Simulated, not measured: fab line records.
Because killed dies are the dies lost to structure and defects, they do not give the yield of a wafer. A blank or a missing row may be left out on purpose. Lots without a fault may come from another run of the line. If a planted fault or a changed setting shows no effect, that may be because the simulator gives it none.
Chamber matching || flow n5_finfet || 3 sister chambers for N5_BEOL_M2_PRE_CLEAN_60 on cvd_co-02
The step time 15 s. 39 wafers are shown with their chamber, then 12 later ones without.

## WAFERS, EACH WITH ITS CHAMBER
{"wafer": "L074.1", "chamber": 1, "heater_power_w (W)": 69}
{"wafer": "L074.2", "chamber": 0, "heater_power_w (W)": 75}
{"wafer": "L074.3", "chamber": 2, "heater_power_w (W)": 89}
{"wafer": "L075.1", "chamber": 1, "heater_power_w (W)": 72}
{"wafer": "L075.3", "chamber": 0, "heater_power_w (W)": 73}
{"wafer": "L075.5", "chamber": 1, "heater_power_w (W)": 70}
{"wafer": "L076.1", "chamber": 1, "heater_power_w (W)": 70}
{"wafer": "L076.4", "chamber": 2, "heater_power_w (W)": 86}
{"wafer": "L076.5", "chamber": 1, "heater_power_w (W)": 70}
{"wafer": "L077.1", "chamber": 1, "heater_power_w (W)": 71}
{"wafer": "L077.3", "chamber": 0, "heater_power_w (W)": 75}
{"wafer": "L077.5", "chamber": 2, "heater_power_w (W)": 88}
{"wafer": "L079.1", "chamber": 0, "heater_power_w (W)": 76}
{"wafer": "L079.3", "chamber": 2, "heater_power_w (W)": 87}
{"wafer": "L079.5", "chamber": 2, "heater_power_w (W)": 87}
{"wafer": "L080.2", "chamber": 2, "heater_power_w (W)": 87}
{"wafer": "L080.3", "chamber": 1, "heater_power_w (W)": 72}
{"wafer": "L080.6", "chamber": 2, "heater_power_w (W)": 85}
{"wafer": "L081.1", "chamber": 2, "heater_power_w (W)": 89}
{"wafer": "L081.3", "chamber": 0, "heater_power_w (W)": 73}
{"wafer": "L081.5", "chamber": 2, "heater_power_w (W)": 88}
{"wafer": "L082.2", "chamber": 1, "heater_power_w (W)": 74}
{"wafer": "L082.3", "chamber": 0, "heater_power_w (W)": 75}
{"wafer": "L082.5", "chamber": 2, "heater_power_w (W)": 89}
{"wafer": "L083.2", "chamber": 1, "heater_power_w (W)": 71}
{"wafer": "L083.3", "chamber": 2, "heater_power_w (W)": 89}
{"wafer": "L083.6", "chamber": 2, "heater_power_w (W)": 87}
{"wafer": "L084.1", "chamber": 0, "heater_power_w (W)": 76}
{"wafer": "L084.5", "chamber": 2, "heater_power_w (W)": 87}
{"wafer": "L084.6", "chamber": 0, "heater_power_w (W)": 76}
{"wafer": "L088.2", "chamber": 0, "heater_power_w (W)": 75}
{"wafer": "L088.3", "chamber": 1, "heater_power_w (W)": 71}
{"wafer": "L088.5", "chamber": 2, "heater_power_w (W)": 89}
{"wafer": "L089.1", "chamber": 1, "heater_power_w (W)": 72}
{"wafer": "L089.2", "chamber": 0, "heater_power_w (W)": 77}
{"wafer": "L089.3", "chamber": 2, "heater_power_w (W)": 86}
{"wafer": "L090.1", "chamber": 2, "heater_power_w (W)": 89}
{"wafer": "L090.5", "chamber": 0, "heater_power_w (W)": 77}
{"wafer": "L090.6", "chamber": 1, "heater_power_w (W)": 71}

SIGNATURES (means of the wafers above)
{"reading": "heater_power_w", "chamber 0": 75.27, "chamber 1": 71.08, "chamber 2": 87.62, "scatter within a chamber": 1.32}
Rule: for each reading, subtract the chamber's mean from the wafer's reading, divide by that reading's scatter and square the result; add these up over the readings and take the root, which gives the wafer's distance from the chamber. The wafer belongs to the nearest chamber; if the next one is less than 2 further off, it can't be placed. The scatter: the root of (the sum of the squares of (reading less its chamber's mean) over the shown wafers, divided by (wafers less chambers)).

## WAFERS WITH NO CHAMBER GIVEN
{"wafer": "L091.1", "heater_power_w (W)": 87}
{"wafer": "L091.3", "heater_power_w (W)": 75}
{"wafer": "L091.6", "heater_power_w (W)": 89}
{"wafer": "L093.3", "heater_power_w (W)": 88}
{"wafer": "L093.5", "heater_power_w (W)": 91}
{"wafer": "L093.6", "heater_power_w (W)": 74}
{"wafer": "L095.1", "heater_power_w (W)": 77}
{"wafer": "L095.2", "heater_power_w (W)": 72}
{"wafer": "L095.4", "heater_power_w (W)": 75}
{"wafer": "L096.4", "heater_power_w (W)": 73}
{"wafer": "L096.5", "heater_power_w (W)": 75}
{"wafer": "L096.6", "heater_power_w (W)": 87}

## THE CHAMBER EACH PASSED THROUGH
{"wafer": "L091.1", "from the rows above": 2, "in truth": 2}
{"wafer": "L091.3", "from the rows above": 0, "in truth": 0}
{"wafer": "L091.6", "from the rows above": 2, "in truth": 2}
{"wafer": "L093.3", "from the rows above": 2, "in truth": 2}
{"wafer": "L093.5", "from the rows above": 2, "in truth": 2}
{"wafer": "L093.6", "from the rows above": "can't be placed: 0 or 1", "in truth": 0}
{"wafer": "L095.1", "from the rows above": 0, "in truth": 0}
{"wafer": "L095.2", "from the rows above": "can't be placed: 1 or 0", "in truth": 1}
{"wafer": "L095.4", "from the rows above": 0, "in truth": 0}
{"wafer": "L096.4", "from the rows above": "can't be placed: 1 or 0", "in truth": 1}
{"wafer": "L096.5", "from the rows above": 0, "in truth": 0}
{"wafer": "L096.6", "from the rows above": 2, "in truth": 2}
Correct placement for 9 of the 12. Cannot be placed on the basis of these rows: 3; the candidates contain the true chamber in 3. Wrongly placed: 0.
